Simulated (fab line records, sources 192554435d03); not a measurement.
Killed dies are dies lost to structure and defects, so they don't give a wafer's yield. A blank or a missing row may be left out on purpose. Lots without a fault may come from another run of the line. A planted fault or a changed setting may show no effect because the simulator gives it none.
Chamber matching | flow n5_finfet | N5_HKMG_FIN_CMP_94 on cmp-03: 4 sister chambers
The step polishes, stops on SiNx, t overpolish 4.7 s, target thk 43.299 nm. 8 wafers are shown with their chamber, then 9 later ones without.

WAFERS WITH THEIR CHAMBER
wafer  | chamber | motor_current_A (A)
L082.1 | 1       | 10.3
L082.6 | 3       | 12.1
L084.2 | 2       | 12.4
L084.4 | 0       | 11.2
L084.5 | 2       | 11.4
L086.2 | 1       | 11.2
L086.3 | 3       | 11.5
L086.4 | 0       | 11.9

WAFERS WITHOUT THEIR CHAMBER
wafer  | motor_current_A (A)
L088.3 | 11.6
L088.5 | 11.7
L088.6 | 11.3
L091.3 | 11.5
L091.4 | 11.7
L091.5 | 12.1
L093.3 | 11.5
L093.5 | 11.9
L093.6 | 11.9

WHICH CHAMBER EACH WENT THROUGH
wafer  | from the rows above               | in truth
L088.3 | can't be placed: 0 or 3 or 2 or 1 | 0
L088.5 | can't be placed: 3 or 0 or 2 or 1 | 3
L088.6 | can't be placed: 0 or 3 or 1 or 2 | 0
L091.3 | can't be placed: 0 or 3 or 2 or 1 | 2
L091.4 | can't be placed: 3 or 0 or 2 or 1 | 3
L091.5 | can't be placed: 2 or 3 or 0 or 1 | 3
L093.3 | can't be placed: 0 or 3 or 2 or 1 | 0
L093.5 | can't be placed: 2 or 3 or 0 or 1 | 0
L093.6 | can't be placed: 2 or 3 or 0 or 1 | 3
Placed correctly: 0 of 9. Can't be placed from these rows: 9 (the true chamber is among the candidates in 9). Placed wrongly: 0.
How it was worked out, from the rows above alone: a wafer's distance from a chamber is the root of the sum, over the readings, of the square of ((its reading less the chamber's mean) divided by the reading's scatter). The wafer belongs to the nearest chamber; if the next one is less than 2 further off, it can't be placed. A chamber's mean is the mean of its shown wafers. The scatter: the root of (the sum of the squares of (reading less its chamber's mean) over the shown wafers, divided by (wafers less chambers)).
